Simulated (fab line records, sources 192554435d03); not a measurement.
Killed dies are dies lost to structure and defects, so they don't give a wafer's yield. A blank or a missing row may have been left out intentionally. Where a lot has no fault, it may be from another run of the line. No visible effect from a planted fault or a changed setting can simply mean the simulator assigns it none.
A struck lot beside a sound one :: flow n5Finfet :: 35 steps out of a route of 1938
Sound: these wafers, L922.2, L922.3, L922.5. Struck: wafer L916.1. (L916.6 of the same lot was not struck and is left out.) The cause comes at the end.
Each step with rows lists, per side, the tool, then ch with its chambers, then its first start. Under that, the readings that differ: sound wafers :: struck wafers :: difference of the means :: sigmas: that difference in standard deviations of wafers without a fault.
alike: readings with means less than 2 such deviations apart, plus words and numbers identical on both sides. not compared: withheld readings, readings lacking a value on some wafer, bounds such as >300 that could conceal the same value, and numbers that have no deviation in the record and whose values overlap.
The two part at a step that has a row with sigmas, a row that says differs or no value, or rows on one side only. Numbers that don't overlap but have no deviation are shown without sigmas and don't part them. Lack of a reading on every wafer of one side parts them only where that side has two or more wafers.

first, 8 steps without rows for these wafers: N5_BEOL_M9_SPUTTER_48 (material Cu, target thk 12 nm, time 2 s); N5_BEOL_M9_ECD_50 (material Cu, target thk 318 nm); N5_BEOL_M9_ANNEAL_51 (time 90 s); N5_BEOL_M9_CMP_52 (polishes, stops on SiCOH lowk, t overpolish 7 s, target thk 140 nm); N5_BEOL_M9_PRE_CLEAN_55 (time 15 s); N5_BEOL_M9_DEP_56 (deposits SiCN from 3MS/NH3, target thk 15 nm, time 26.5 s); N5_BEOL_M10_ILD_DEP_00 (deposits SiCOH lowk from DEMS/porogen, target thk 308.51 nm, time 58 s); N5_BEOL_M10_CURE_71 (cures SiCOH lowk, time 240 s).
N5_BEOL_M10_PECVD_70: deposits SiO2 from TEOS/O2, target thk 20 nm, time 22.7 s.
  sound on pecvd-02 ch 0,1, day 15 07:14; struck on pecvd-04 ch 2, day 14 07:02
reading: model.SiO2_of_BEOL_M10_PECVD_70.thkNm (nm)
sound: 19.6 20.2 20.6
struck: 19
difference: -1
sigmas: 
  alike: heaterPowerW, showerheadPlenumPTorr, showerheadVppV, throttleValvePct
then, 24 steps without rows for these wafers: N5_BEOL_M10_HM_DEP_02 (deposits TiN, target thk 20 nm); N5_BEOL_M10_COAT_59 (time 60 s, resist thk 100 nm); N5_BEOL_M10_COAT_60 (time 60 s, resist thk 30 nm); N5_BEOL_M10_COAT_05 (resist thk 90 nm); N5_BEOL_M10_EBR_07; N5_BEOL_M10_SOFTBAKE_06 (time 60 s); N5_BEOL_M10_EXPOSE_08 (exposes mask M10); N5_BEOL_M10_PEB_09 (peb time 60 s); N5_BEOL_M10_DEVELOP_10 (develop time 30 s); N5_BEOL_M10_DESCUM_16 (chemistry O2, time 7.9 s); N5_BEOL_M10_ETCH_61 (etches SiARC in CF4, target depth 39 nm, time 65 s); N5_BEOL_M10_ETCH_62 (etches SOC in N2/H2, target depth 110 nm, overetch 22 nm, time 165 s); N5_BEOL_M10_STRIP_68 (strips in N2/H2); N5_BEOL_M10_STRIP_67 (strips in CF4); N5_BEOL_M10_HM_OPEN_17 (chemistry Cl2/BCl3, target TiN, target depth 20 nm, overetch 6 nm); N5_BEOL_M10_STRIP_19 (strips in O2); N5_BEOL_M10_COAT_63 (time 60 s, resist thk 100 nm); N5_BEOL_M10_COAT_64 (time 60 s, resist thk 30 nm); N5_BEOL_M10_COAT_22 (resist thk 90 nm); N5_BEOL_M10_EBR_24; N5_BEOL_M10_SOFTBAKE_23 (time 60 s); N5_BEOL_M10_EXPOSE_25 (exposes mask V9); N5_BEOL_M10_PEB_26 (peb time 60 s); N5_BEOL_M10_DEVELOP_27 (develop time 30 s).
N5_BEOL_M10_HM_STRIP_39: strips TiN in peroxide tin strip, target depth 25 nm, time 158 s.
  sound on wetBench-06 ch 3,5,6, day 15 15:37; struck on wetBench-02 ch 4, day 14 12:59
reading: model.SiO2_of_BEOL_M10_PECVD_70.thkNm (nm)
sound: 19.4 20 20.6
struck: 19
difference: -1
sigmas: 
-- here the record skips 2 days between the struck wafers' starts before and after, leaving off in module BEOL_M10 and picking up in module PASSIVATION (first step shown: number 1936 of the route) --
N5_PASSIVATION_PROBE_49:
  the record has rows for the struck wafers here (prober-02, day 16 20:53) and none for the sound ones

## WHERE THEY PART
Only at N5_PASSIVATION_PROBE_49, as far as this record shows.

WHY: the cause the simulator had injected
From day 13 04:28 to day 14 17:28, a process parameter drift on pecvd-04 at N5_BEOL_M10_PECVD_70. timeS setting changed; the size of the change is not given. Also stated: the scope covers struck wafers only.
